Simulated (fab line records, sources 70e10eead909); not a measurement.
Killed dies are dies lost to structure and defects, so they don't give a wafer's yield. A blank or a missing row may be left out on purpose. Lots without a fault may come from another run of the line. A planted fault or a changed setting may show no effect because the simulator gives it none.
Which tool did it? | flow nand_harc | 6 lots, 18 wafers sampled, at 2 steps of a route of 1159

WHAT THE GAUGES READ, wafer by wafer
NHARC_P_ZERO_WELL_CD_MEAS_52: target cd 2000 nm.
lot  | measured    | on        | cd_nm (nm)
L559 | day 2 11:52 | cd_sem-03 | 2001.2 2003.7 2001.0
L562 | day 3 05:52 | cd_sem-01 | 1996.7 1999.4 1997.5
L564 | day 3 17:47 | cd_sem-01 | 2001.9 2001.5 2004.4
L567 | day 4 11:52 | cd_sem-01 | 1999.0 1999.9 1998.3
L571 | day 5 11:48 | cd_sem-03 | 2004.7 2001.7 2000.1
L579 | day 7 11:53 | cd_sem-01 | 2001.9 1997.6 1999.7

WHICH TOOL RAN EACH LOT (tool, then ch and the chambers of the sampled wafers, then the start)
lot  | NHARC_P_ZERO_WELL_EXPOSE_49
L559 | krf_scanner-04 ch 0, day 2 11:43
L562 | krf_scanner-04 ch 0, day 3 05:43
L564 | krf_scanner-04 ch 0, day 3 17:37
L567 | krf_scanner-04 ch 0, day 4 11:43
L571 | krf_scanner-03 ch 0, day 5 11:39
L579 | krf_scanner-01 ch 0, day 7 11:44
- NHARC_P_ZERO_WELL_EXPOSE_49: exposes mask P HVPW, target cd 2000 nm.

THE ANSWER, worked out from the rows above alone
Rule: what is usual is taken from the lots themselves. Put in order of their means at a reading, lots are off if they are a third of the lots or fewer, leave a main group of 4 or more, and stand apart from it by a gap of 3 or more times the standard deviation of the main group's means; of several such gaps the widest counts. A main group whose means are all the same, to the digits that the tables above print for the reading, isn't used. A lot without any number at a reading at which 4 lots or more have one is off too. The other lots that the step has rows for count as sound.
No lot is off at any reading shown: from this, nothing can be told.

WHAT THE SIMULATOR HAD PUT IN
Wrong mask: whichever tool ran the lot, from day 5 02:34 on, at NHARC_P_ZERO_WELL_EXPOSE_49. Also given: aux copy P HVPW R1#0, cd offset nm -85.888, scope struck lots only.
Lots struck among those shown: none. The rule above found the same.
